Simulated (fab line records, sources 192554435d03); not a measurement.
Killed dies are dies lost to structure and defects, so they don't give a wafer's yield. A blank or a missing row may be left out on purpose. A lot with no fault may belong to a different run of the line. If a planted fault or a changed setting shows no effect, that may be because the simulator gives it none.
Split-lot study || flow n5Finfet || route with 1938 steps; 7 lots, 21 wafers read

THE SPLIT
At N5_BEOL_M0_SAQP_SPACER1_ALD_98 (deposits SiO2, target thk 12.8 nm, pulse time 1 s, purge time 2 s), the setting tempC was moved away from the recipe's 300 C on 8 of the 21 wafers read, by -4.0% to -1.9%. This setting was run at the recipe's value on the other wafers.

FROM THE SPLIT ON TO THE READING: in between, the file shows 1 step
- N5_BEOL_M0_SAQP_SPACER1_ETCHBACK_99: etches SiO2 in CHF3/O2, target depth 15.4 nm, time 7.7 s

THE READING
SiO2_of_BEOL_M0_SAQP_SPACER1_ALD_98.thkNm (the simulator's own value, which no gauge read), in nm, at N5_BEOL_M0_SAQP_MANDREL1_REMOVE_100 (chemistry HBr/Cl2/O2, target a-Si, stops on SiNx, bt time 10 s). The file gives no usual value for it. Across the 13 wafers here that went through the recipe, the average is 7.4 nm and the standard deviation 0.12 nm.

{"wafer": "L076.3", "tool, chamber at the split": "aldSin-02, 0", "tempC as run, C": 300, "against the recipe": "recipe", "SiO2_of_BEOL_M0_SAQP_SPACER1_ALD_98.thkNm, nm": 7.4, "against lot-mates on the recipe": "-"}
{"wafer": "L076.6", "tool, chamber at the split": "aldSin-02, 0", "tempC as run, C": 300, "against the recipe": "recipe", "SiO2_of_BEOL_M0_SAQP_SPACER1_ALD_98.thkNm, nm": 7.4, "against lot-mates on the recipe": "-"}
{"wafer": "L076.4", "tool, chamber at the split": "aldSin-02, 1", "tempC as run, C": 292.5, "against the recipe": "-2.5%", "SiO2_of_BEOL_M0_SAQP_SPACER1_ALD_98.thkNm, nm": 7.8, "against lot-mates on the recipe": "+0.4"}
{"wafer": "L090.1", "tool, chamber at the split": "aldSin-02, 0", "tempC as run, C": 300, "against the recipe": "recipe", "SiO2_of_BEOL_M0_SAQP_SPACER1_ALD_98.thkNm, nm": 7.4, "against lot-mates on the recipe": "-"}
{"wafer": "L090.2", "tool, chamber at the split": "aldSin-02, 3", "tempC as run, C": 294.2, "against the recipe": "-1.9%", "SiO2_of_BEOL_M0_SAQP_SPACER1_ALD_98.thkNm, nm": 7.6, "against lot-mates on the recipe": "+0.2"}
{"wafer": "L090.3", "tool, chamber at the split": "aldSin-02, 1", "tempC as run, C": 294.2, "against the recipe": "-1.9%", "SiO2_of_BEOL_M0_SAQP_SPACER1_ALD_98.thkNm, nm": 7.8, "against lot-mates on the recipe": "+0.4"}
{"wafer": "L091.1", "tool, chamber at the split": "aldSin-03, 1,3,1", "tempC as run, C": 300, "against the recipe": "recipe", "SiO2_of_BEOL_M0_SAQP_SPACER1_ALD_98.thkNm, nm": 7.6, "against lot-mates on the recipe": "-"}
{"wafer": "L091.6", "tool, chamber at the split": "aldSin-03, 1,3,1", "tempC as run, C": 300, "against the recipe": "recipe", "SiO2_of_BEOL_M0_SAQP_SPACER1_ALD_98.thkNm, nm": 7.6, "against lot-mates on the recipe": "-"}
{"wafer": "L091.3", "tool, chamber at the split": "aldSin-03, 1,3,1", "tempC as run, C": 300, "against the recipe": "recipe", "SiO2_of_BEOL_M0_SAQP_SPACER1_ALD_98.thkNm, nm": 7.4, "against lot-mates on the recipe": "-"}
{"wafer": "L092.1", "tool, chamber at the split": "aldSin-04, 3,1", "tempC as run, C": 300, "against the recipe": "recipe", "SiO2_of_BEOL_M0_SAQP_SPACER1_ALD_98.thkNm, nm": 7.4, "against lot-mates on the recipe": "-"}
{"wafer": "L092.5", "tool, chamber at the split": "aldSin-04, 3,1", "tempC as run, C": 300, "against the recipe": "recipe", "SiO2_of_BEOL_M0_SAQP_SPACER1_ALD_98.thkNm, nm": 7.6, "against lot-mates on the recipe": "-"}
{"wafer": "L092.6", "tool, chamber at the split": "aldSin-04, 2", "tempC as run, C": 300, "against the recipe": "recipe", "SiO2_of_BEOL_M0_SAQP_SPACER1_ALD_98.thkNm, nm": 7.2, "against lot-mates on the recipe": "-"}
{"wafer": "L094.2", "tool, chamber at the split": "aldSin-04, 0,2", "tempC as run, C": 300, "against the recipe": "recipe", "SiO2_of_BEOL_M0_SAQP_SPACER1_ALD_98.thkNm, nm": 7.4, "against lot-mates on the recipe": "-"}
{"wafer": "L094.3", "tool, chamber at the split": "aldSin-04, 0,2", "tempC as run, C": 300, "against the recipe": "recipe", "SiO2_of_BEOL_M0_SAQP_SPACER1_ALD_98.thkNm, nm": 7.4, "against lot-mates on the recipe": "-"}
{"wafer": "L094.6", "tool, chamber at the split": "aldSin-04, 1", "tempC as run, C": 293.5, "against the recipe": "-2.2%", "SiO2_of_BEOL_M0_SAQP_SPACER1_ALD_98.thkNm, nm": 7.8, "against lot-mates on the recipe": "+0.4"}
{"wafer": "L095.4", "tool, chamber at the split": "aldSin-04, 3,1", "tempC as run, C": 288, "against the recipe": "-4.0%", "SiO2_of_BEOL_M0_SAQP_SPACER1_ALD_98.thkNm, nm": 8, "against lot-mates on the recipe": "+0.6"}
{"wafer": "L095.6", "tool, chamber at the split": "aldSin-04, 3,1", "tempC as run, C": 288, "against the recipe": "-4.0%", "SiO2_of_BEOL_M0_SAQP_SPACER1_ALD_98.thkNm, nm": 8, "against lot-mates on the recipe": "+0.6"}
{"wafer": "L095.5", "tool, chamber at the split": "aldSin-04, 2", "tempC as run, C": 300, "against the recipe": "recipe", "SiO2_of_BEOL_M0_SAQP_SPACER1_ALD_98.thkNm, nm": 7.4, "against lot-mates on the recipe": "-"}
{"wafer": "L096.1", "tool, chamber at the split": "aldSin-03, 0,2", "tempC as run, C": 290.6, "against the recipe": "-3.1%", "SiO2_of_BEOL_M0_SAQP_SPACER1_ALD_98.thkNm, nm": 7.8, "against lot-mates on the recipe": "+0.2"}
{"wafer": "L096.4", "tool, chamber at the split": "aldSin-03, 0,2", "tempC as run, C": 290.6, "against the recipe": "-3.1%", "SiO2_of_BEOL_M0_SAQP_SPACER1_ALD_98.thkNm, nm": 7.8, "against lot-mates on the recipe": "+0.2"}
{"wafer": "L096.3", "tool, chamber at the split": "aldSin-03, 3", "tempC as run, C": 300, "against the recipe": "recipe", "SiO2_of_BEOL_M0_SAQP_SPACER1_ALD_98.thkNm, nm": 7.6, "against lot-mates on the recipe": "-"}
The file does not say which wafer passed through which chamber wherever a row lists several chambers: such a row stands for several wafers.

THE FIT
A straight line over all 21 wafers: SiO2_of_BEOL_M0_SAQP_SPACER1_ALD_98.thkNm changes by -0.132 nm for each +1% of tempC; r = -0.89; the points scatter about the line by 0.1 nm.
The same after taking each lot's own level away (the mean of its wafers on the recipe; 21 wafers): -0.129 nm for each +1%; r = -0.87; scatter 0.11 nm.
On that fit, the largest move of tempC shifts the reading by 0.51 nm.
Measured against the standard deviation above, the lots' own levels, which go from 7.40 to 7.60 nm, span 1.7 times it.
The two slopes agree, so the slope changes little with the lot-to-lot level.
Check: for one of the wafers moved furthest among these (-4.0%), held out of the fit, the line's prediction against its lot-mates is +0.492 nm. It came out at +0.6 nm against them.

ADDITIONAL SPLITS CARRIED BY THESE WAFERS
Other splits were also applied to these wafers ahead of the reading. Each is held against what the fit with the lots' levels taken away leaves over:
{"other split on the same wafers": "N5_MOL_CONTACT_COAG_ETCH_47 sourceW", "wafers away from the commonest value": 8, "r with SiO2_of_BEOL_M0_SAQP_SPACER1_ALD_98.thkNm (lot level and that fit taken away)": "+0.16"}

THE WHOLE CHAIN: every reading that the file lists as answering this split, in the file's order
{"step": "N5_BEOL_M0_SAQP_SPACER1_ALD_98", "what it does": "deposits SiO2, target thk 12.8 nm, pulse time 1 s, purge time 2 s", "reading": "SiO2_of_BEOL_M0_SAQP_SPACER1_ALD_98.thkNm (the simulator's own value, which no gauge read)", "change (the file's fit)": "-0.151 nm for each +1% of the setting", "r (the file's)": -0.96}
{"step": "N5_BEOL_M0_SAQP_MANDREL1_REMOVE_100", "what it does": "chemistry HBr/Cl2/O2, target a-Si, stops on SiNx, bt time 10 s", "reading": "SiO2_of_BEOL_M0_SAQP_SPACER1_ALD_98.thkNm (the simulator's own value, which no gauge read)", "change (the file's fit)": "-0.135 nm for each +1% of the setting", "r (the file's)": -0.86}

FILE'S OWN FIT
SiO2_of_BEOL_M0_SAQP_SPACER1_ALD_98.thkNm changes by -0.135 nm for each +1% of tempC, r = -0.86.
